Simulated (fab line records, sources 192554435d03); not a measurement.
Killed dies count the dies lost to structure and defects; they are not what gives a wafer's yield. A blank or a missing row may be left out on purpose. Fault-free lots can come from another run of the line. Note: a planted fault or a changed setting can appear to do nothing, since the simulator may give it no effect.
The tool behind it: which one? | flow n5Finfet | 24 lots, 72 wafers sampled, at 4 steps of a route of 1938

WHAT THE GAUGES READ, wafer by wafer
N5_BEOL_M15_THK_MEAS_50: measures by xrf.
lot  | measured     | on           | M15_THK (nm)
L074 | day 12 15:15 | filmMetro-01 | 856 844 852
L075 | day 13 10:23 | filmMetro-01 | 837 842 842
L077 | day 14 01:06 | filmMetro-01 | 836 831 844
L076 | day 14 07:09 | filmMetro-01 | 825 823 832
L078 | day 14 12:43 | filmMetro-01 | 833 818 826
L079 | day 14 20:34 | filmMetro-02 | 846 838 837
L080 | day 15 07:46 | filmMetro-02 | 828 837 849
L081 | day 16 14:45 | filmMetro-02 | 849 846 825
L083 | day 17 22:47 | filmMetro-02 | 851 835 835
L084 | day 17 23:04 | filmMetro-02 | 845 844 866
L085 | day 18 12:47 | filmMetro-02 | 845 809 828
L086 | day 18 15:08 | filmMetro-01 | 818 825 807
L090 | day 19 04:08 | filmMetro-01 | 828 832 820
L087 | day 19 10:10 | filmMetro-01 | 829 808 828
L088 | day 19 18:54 | filmMetro-02 | 832 834 834
L095 | day 20 06:38 | filmMetro-01 | 838 836 842
L097 | day 20 11:43 | filmMetro-01 | 832 839 814
L091 | day 20 14:48 | filmMetro-02 | 836 818 825
L092 | day 20 22:52 | filmMetro-02 | 832 842 836
L089 | day 21 10:48 | filmMetro-01 | 812 823 819
L094 | day 21 14:24 | filmMetro-02 | 815 819 809
L096 | day 21 17:04 | filmMetro-02 | 821 807 812
L082 | day 21 19:56 | filmMetro-02 | 833 841 841
L093 | day 22 01:43 | filmMetro-02 | 829 841 855

N5_MIM_TOP_LITHO_INSPECT_12: inspects for defects (macro).
lot  | measured     | on               | rawDefectCount
L074 | day 12 17:41 | defectInspect-01 | 3 4 4
L075 | day 13 14:24 | defectInspect-01 | 1 0 1
L077 | day 14 05:46 | defectInspect-02 | 2 4 3
L076 | day 14 12:49 | defectInspect-02 | 1 1 1
L078 | day 14 15:43 | defectInspect-02 | 1 5 3
L079 | day 15 02:59 | defectInspect-01 | 0 1 2
L080 | day 15 11:08 | defectInspect-01 | 1 2 3
L081 | day 16 19:28 | defectInspect-01 | 1 1 1
L083 | day 18 02:33 | defectInspect-02 | 2 3 3
L084 | day 18 02:43 | defectInspect-02 | 3 2 4
L085 | day 18 17:25 | defectInspect-01 | 4 2 1
L086 | day 18 18:31 | defectInspect-02 | 0 2 1
L090 | day 19 08:59 | defectInspect-01 | 1 1 1
L087 | day 19 22:11 | defectInspect-02 | 2 4 1
L088 | day 19 22:14 | defectInspect-01 | 2 3 3
L095 | day 20 09:39 | defectInspect-02 | 2 2 1
L097 | day 20 16:10 | defectInspect-01 | 1 0 0
L091 | day 20 18:52 | defectInspect-01 | 3 3 1
L092 | day 21 05:01 | defectInspect-01 | 4 3 3
L089 | day 21 13:50 | defectInspect-01 | 3 2 4
L094 | day 21 19:01 | defectInspect-01 | 2 2 3
L096 | day 21 21:17 | defectInspect-01 | 1 4 2
L082 | day 22 00:49 | defectInspect-02 | 1 2 1
L093 | day 22 07:35 | defectInspect-01 | 2 3 4

TOOL THAT RAN EACH LOT (tool first, then ch and the chambers of the sampled wafers, then the start)
lot  | N5_BEOL_M15_DESCUM_33             | N5_BEOL_M15_DEP_53
L074 | rieDiel-01 ch 0,2, day 12 11:24   | pecvd-01 ch 0,2, day 12 15:19
L075 | rieDiel-03 ch 0,2,3, day 13 07:49 | pecvd-02 ch 1,2, day 13 10:28
L077 | rieDiel-06 ch 0,2, day 13 22:31   | pecvd-02 ch 1,2, day 14 01:10
L076 | rieDiel-03 ch 0,2,3, day 14 02:52 | pecvd-02 ch 0,1,2, day 14 07:14
L078 | rieDiel-03 ch 0,3, day 14 10:17   | pecvd-02 ch 0,1,2, day 14 12:47
L079 | rieDiel-03 ch 1,2,3, day 14 15:25 | pecvd-01 ch 1,2, day 14 20:39
L080 | rieDiel-03 ch 1,2,3, day 15 03:56 | pecvd-02 ch 0,1, day 15 07:52
L081 | rieDiel-06 ch 0,1,3, day 16 12:29 | pecvd-04 ch 0,2, day 16 14:49
L083 | rieDiel-01 ch 1,2,3, day 17 15:17 | pecvd-04 ch 0,1, day 17 22:51
L084 | rieDiel-01 ch 2,3, day 17 19:00   | pecvd-02 ch 0,1,2, day 17 23:08
L085 | rieDiel-06 ch 0,1,3, day 18 10:56 | pecvd-04 ch 1,2, day 18 12:50
L086 | rieDiel-06 ch 0,1,2, day 18 12:38 | pecvd-04 ch 0,1, day 18 15:12
L090 | rieDiel-03 ch 0,2,3, day 18 22:20 | pecvd-04 ch 1,2, day 19 04:13
L087 | rieDiel-06 ch 0,2,3, day 19 05:28 | pecvd-02 ch 0,1, day 19 10:14
L088 | rieDiel-03 ch 0,1, day 19 13:41   | pecvd-02 ch 1,2, day 19 18:58
L095 | rieDiel-01 ch 0,1, day 20 03:59   | pecvd-02 ch 0,1,2, day 20 06:43
L097 | rieDiel-03 ch 1,2,3, day 20 08:58 | pecvd-02 ch 1,2, day 20 11:46
L091 | rieDiel-01 ch 0,2,3, day 20 11:56 | pecvd-01 ch 1,2, day 20 14:52
L092 | rieDiel-03 ch 0,1, day 20 19:46   | pecvd-02 ch 1,2, day 20 22:56
L089 | rieDiel-03 ch 0,1,3, day 21 05:02 | pecvd-04 ch 0,1,2, day 21 10:52
L094 | rieDiel-03 ch 0,2,3, day 21 10:59 | pecvd-02 ch 0,2, day 21 14:28
L096 | rieDiel-06 ch 0,2, day 21 13:58   | pecvd-04 ch 0,1,2, day 21 17:07
L082 | rieDiel-03 ch 0,1,2, day 21 16:30 | pecvd-04 ch 0,1, day 21 20:00
L093 | rieDiel-01 ch 0,2,3, day 21 17:31 | pecvd-04 ch 0,2, day 22 01:47
- N5_BEOL_M15_DESCUM_33: chemistry O2, time 7.9 s.
- N5_BEOL_M15_DEP_53: deposits SiCN from 3MS/NH3, target thk 50 nm, time 17.8 s.

WHAT THE TOOLS THEMSELVES READ (means of the sampled wafers that have a number; where no wafer has one, the mark that the record gives instead)
N5_BEOL_M15_DESCUM_33.
lot  | tool       | drypumpMotorCurrentA (A) | oesProductAu (a.u.) | rfVppV (V) | showerheadPlenumPTorr (Torr) | throttleValvePct (%)
L074 | rieDiel-01 | 5.5                      | 0.85                | 243.2      | 2.06                         | 20.49
L075 | rieDiel-03 | 6.0                      | 0.80                | 242.0      | 2.06                         | 20.43
L077 | rieDiel-06 | 6.2                      | 0.75                | 243.9      | 2.15                         | 20.44
L076 | rieDiel-03 | 6.0                      | 0.80                | 242.9      | 2.05                         | 20.44
L078 | rieDiel-03 | 6.1                      | 0.80                | 242.0      | 2.03                         | 20.53
L079 | rieDiel-03 | 5.8                      | 0.85                | 242.8      | 2.08                         | 20.20
L080 | rieDiel-03 | 5.7                      | 0.83                | 243.6      | 2.08                         | 20.19
L081 | rieDiel-06 | 6.2                      | 0.84                | 242.8      | 2.15                         | 20.31
L083 | rieDiel-01 | 5.8                      | 0.83                | 244.2      | 2.15                         | 20.51
L084 | rieDiel-01 | 5.8                      | 0.79                | 243.4      | 2.11                         | 20.60
L085 | rieDiel-06 | 6.2                      | 0.83                | 244.4      | 2.14                         | 20.32
L086 | rieDiel-06 | 6.1                      | 0.77                | 243.5      | 2.10                         | 20.48
L090 | rieDiel-03 | 6.0                      | 0.77                | 242.1      | 2.04                         | 20.48
L087 | rieDiel-06 | 5.9                      | 0.79                | 244.7      | 2.16                         | 20.30
L088 | rieDiel-03 | 5.4                      | 0.85                | 243.1      | 2.10                         | 20.20
L095 | rieDiel-01 | 5.5                      | 0.84                | 243.5      | 2.16                         | 20.45
L097 | rieDiel-03 | 5.7                      | 0.80                | 242.9      | 2.07                         | 20.24
L091 | rieDiel-01 | 5.7                      | 0.79                | 242.8      | 2.08                         | 20.54
L092 | rieDiel-03 | 5.7                      | 0.81                | 242.2      | 2.06                         | 20.46
L089 | rieDiel-03 | 5.8                      | 0.80                | 242.8      | 2.05                         | 20.34
L094 | rieDiel-03 | 6.0                      | 0.75                | 242.7      | 2.04                         | 20.51
L096 | rieDiel-06 | 5.8                      | 0.73                | 243.2      | 2.11                         | 20.50
L082 | rieDiel-03 | 5.7                      | 0.80                | 242.6      | 2.08                         | 20.40
L093 | rieDiel-01 | 5.7                      | 0.77                | 242.7      | 2.07                         | 20.56

N5_BEOL_M15_DEP_53.
lot  | tool     | showerheadPlenumPTorr (Torr) | showerheadVppV (V) | throttleValvePct (%)
L074 | pecvd-01 | 4.165                        | 1548               | 17.7
L075 | pecvd-02 | 4.151                        | 1611               | 17.7
L077 | pecvd-02 | 4.153                        | 1572               | 17.8
L076 | pecvd-02 | 4.147                        | 1640               | 18.0
L078 | pecvd-02 | 4.151                        | 1615               | 17.9
L079 | pecvd-01 | 4.173                        | 1517               | 17.2
L080 | pecvd-02 | 4.160                        | 1625               | 18.2
L081 | pecvd-04 | 4.136                        | 1574               | 18.4
L083 | pecvd-04 | 4.137                        | 1568               | 18.2
L084 | pecvd-02 | 4.154                        | 1624               | 18.0
L085 | pecvd-04 | 4.169                        | 1540               | 17.8
L086 | pecvd-04 | 4.145                        | 1567               | 18.1
L090 | pecvd-04 | 4.158                        | 1578               | 18.2
L087 | pecvd-02 | 4.159                        | 1577               | 17.9
L088 | pecvd-02 | 4.145                        | 1621               | 17.9
L095 | pecvd-02 | 4.150                        | 1610               | 18.0
L097 | pecvd-02 | 4.152                        | 1626               | 18.0
L091 | pecvd-01 | 4.181                        | 1533               | 17.7
L092 | pecvd-02 | 4.150                        | 1584               | 17.8
L089 | pecvd-04 | 4.150                        | 1589               | 17.8
L094 | pecvd-02 | 4.162                        | 1652               | 18.2
L096 | pecvd-04 | 4.151                        | 1546               | 17.7
L082 | pecvd-04 | 4.148                        | 1560               | 17.7
L093 | pecvd-04 | 4.133                        | 1568               | 18.5

THE ANSWER, worked out from the rows above alone
Rule: the lots themselves supply what counts as usual. Put in order of their means at a reading, lots are off if they are a third of the lots or fewer, leave a main group of 4 or more, and stand apart from it by a gap of 3 or more times the standard deviation of the main group's means; of several such gaps the widest counts. If all means in a main group match to the digits the tables above print for the reading, that group is not used. Also off: a lot with no number at a reading for which 4 or more lots have one. All remaining lots with rows at the step are treated as sound. Order of review: gauges by route order, followed by the tools' own readings, for which a lot's mean as printed above is used. At the first step where some lot is off, the reading lying furthest off is the one used; lots without a number count as furthest.
None of the lots is off at any reading shown; this tells nothing.

WHAT WAS PUT IN BY THE SIMULATOR
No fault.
